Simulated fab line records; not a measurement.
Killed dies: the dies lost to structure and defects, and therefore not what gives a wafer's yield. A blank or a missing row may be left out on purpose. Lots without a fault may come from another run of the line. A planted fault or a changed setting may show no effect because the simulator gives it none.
Which of the tools did it? / flow nand-harc / route of 1302 steps, sampled at 1 step: 14 lots, 42 wafers

## WHAT THE GAUGES SHOWED, per wafer
NHARC_A_CONTACT_INSPECT_44.
lot=L490; measured=day 20 19:26; on=defect-inspect-01; raw-defect-count=53 66 54
lot=L491; measured=day 22 06:39; on=defect-inspect-02; raw-defect-count=104 110 107
lot=L493; measured=day 22 15:16; on=defect-inspect-01; raw-defect-count=23 18 19
lot=L495; measured=day 23 13:55; on=defect-inspect-02; raw-defect-count=57 63 68
lot=L496; measured=day 24 04:55; on=defect-inspect-02; raw-defect-count=73 80 67
lot=L498; measured=day 25 01:51; on=defect-inspect-02; raw-defect-count=25 29 25
lot=L503; measured=day 26 07:08; on=defect-inspect-01; raw-defect-count=108 73 98
lot=L506; measured=day 27 06:01; on=defect-inspect-01; raw-defect-count=98 119 105
lot=L504; measured=day 27 06:12; on=defect-inspect-01; raw-defect-count=90 70 91
lot=L509; measured=day 29 14:25; on=defect-inspect-02; raw-defect-count=82 69 70
lot=L510; measured=day 29 15:31; on=defect-inspect-02; raw-defect-count=121 115 117
lot=L512; measured=day 30 01:16; on=defect-inspect-02; raw-defect-count=133 112 116
lot=L511; measured=day 30 01:35; on=defect-inspect-01; raw-defect-count=18 8 12
lot=L513; measured=day 31 16:36; on=defect-inspect-02; raw-defect-count=47 47 52

## WHICH TOOL RAN EACH LOT (tool, then ch and the chambers of the sampled wafers, then the start)
Record: no process step prior to these readings.

## AS READ BY THE TOOLS THEMSELVES (means over the sampled wafers that have a number; for cases with no such wafer, the mark the record gives instead)
The record holds no such reading with a usual standard deviation.

## THE ANSWER, worked out from the rows above alone
Rule: the usual values come from the lots themselves. Put in order of their means at a reading, lots are off if they are a third of the lots or fewer, leave a main group of 4 or more, and stand apart from it by a gap of 3 or more times the standard deviation of the main group's means; of several such gaps the widest counts. Not used: any main group whose means are identical at the precision the tables above print for the reading. Also off: a lot with no number at a reading for which 4 or more lots have one. Where the step has rows for the other lots, those lots are counted as sound. After the gauges, taken in route order, come the tools' own readings; for these a lot's mean is taken, as printed above. At the first step where some lot is off, the reading lying furthest off is the one used; lots without a number count as furthest.
None of the lots is off at any reading shown; this tells nothing.

## WHAT THE SIMULATOR HAD INSERTED
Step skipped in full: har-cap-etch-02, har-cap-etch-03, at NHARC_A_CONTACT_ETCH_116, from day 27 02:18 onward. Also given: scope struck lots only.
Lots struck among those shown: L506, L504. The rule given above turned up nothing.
